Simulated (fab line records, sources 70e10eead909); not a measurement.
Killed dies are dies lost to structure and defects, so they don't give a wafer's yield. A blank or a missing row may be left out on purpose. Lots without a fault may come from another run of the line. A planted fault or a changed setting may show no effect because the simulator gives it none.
Which tool did it? | flow nand_harc | 6 lots, 18 wafers sampled, at 5 steps of a route of 1159

WHAT THE GAUGES READ, wafer by wafer
NHARC_END_SORT_01.
lot  | measured     | on        | sort_bin_2_pct (%)
L809 | day 21 05:53 | prober-02 | 2.4 2.1 96.6
L820 | day 24 07:02 | prober-02 | 1.8 1.0 1.5
L822 | day 24 23:42 | prober-01 | 1.9 2.7 1.9

WHICH TOOL RAN EACH LOT (tool, then ch and the chambers of the sampled wafers, then the start)
lot  | NHARC_A_M0_ETCH_15                            | NHARC_A_M0_PVD_20                       | NHARC_A_M1_DEGAS_29          | NHARC_A_BONDPAD_ETCH_24
L806 | rie_diel-08 ch 1,2, day 18 01:41 or earlier   | pvd_sputter-01, day 18 01:41 or earlier | pvd_sputter-01, day 18 01:41 | rie_diel-03 ch 0,2,3, day 18 06:28
L809 | rie_diel-08 ch 0,3, day 19 19:54 or earlier   | pvd_sputter-02, day 19 19:54 or earlier | pvd_sputter-02, day 19 19:54 | rie_diel-03 ch 0,1,3, day 20 00:03
L807 | rie_diel-08 ch 0,1, day 20 01:57 or earlier   | pvd_sputter-01, day 20 01:57 or earlier | pvd_sputter-01, day 20 01:57 | rie_diel-11 ch 2,3, day 20 07:05
L820 | rie_diel-01 ch 1,2,3, day 22 16:40 or earlier | pvd_sputter-03, day 22 16:40 or earlier | pvd_sputter-03, day 22 16:40 | rie_diel-03 ch 0,1,2, day 22 21:07
L822 | rie_diel-08 ch 0,2,3, day 23 11:23 or earlier | pvd_sputter-02, day 23 11:23 or earlier | pvd_sputter-03, day 23 11:23 | rie_diel-03 ch 0,2,3, day 23 15:38
L825 | rie_diel-08 ch 0,1,2, day 23 15:01 or earlier | pvd_sputter-02, day 23 15:01 or earlier | pvd_sputter-03, day 23 15:01 | rie_diel-03 ch 1,2,3, day 23 19:18
- NHARC_A_M0_ETCH_15: etches the open film in C4F8/Ar, target depth 150 nm, overetch 15 nm, time 82.5 s.
- NHARC_A_M0_PVD_20: deposits TaN, target thk 5 nm, time 8.06 s.
- NHARC_A_M1_DEGAS_29: time 60 s.
- NHARC_A_BONDPAD_ETCH_24: etches the open film in CF4/N2, target depth 30 nm, time 72.99 s.

THE ANSWER, worked out from the rows above alone
Rule: what is usual is taken from the lots themselves. Put in order of their means at a reading, lots are off if they are a third of the lots or fewer, leave a main group of 4 or more, and stand apart from it by a gap of 3 or more times the standard deviation of the main group's means; of several such gaps the widest counts. A main group whose means are all the same, to the digits that the tables above print for the reading, isn't used. A lot without any number at a reading at which 4 lots or more have one is off too. The other lots that the step has rows for count as sound.
No lot is off at any reading shown: from this, nothing can be told.

WHAT THE SIMULATOR HAD PUT IN
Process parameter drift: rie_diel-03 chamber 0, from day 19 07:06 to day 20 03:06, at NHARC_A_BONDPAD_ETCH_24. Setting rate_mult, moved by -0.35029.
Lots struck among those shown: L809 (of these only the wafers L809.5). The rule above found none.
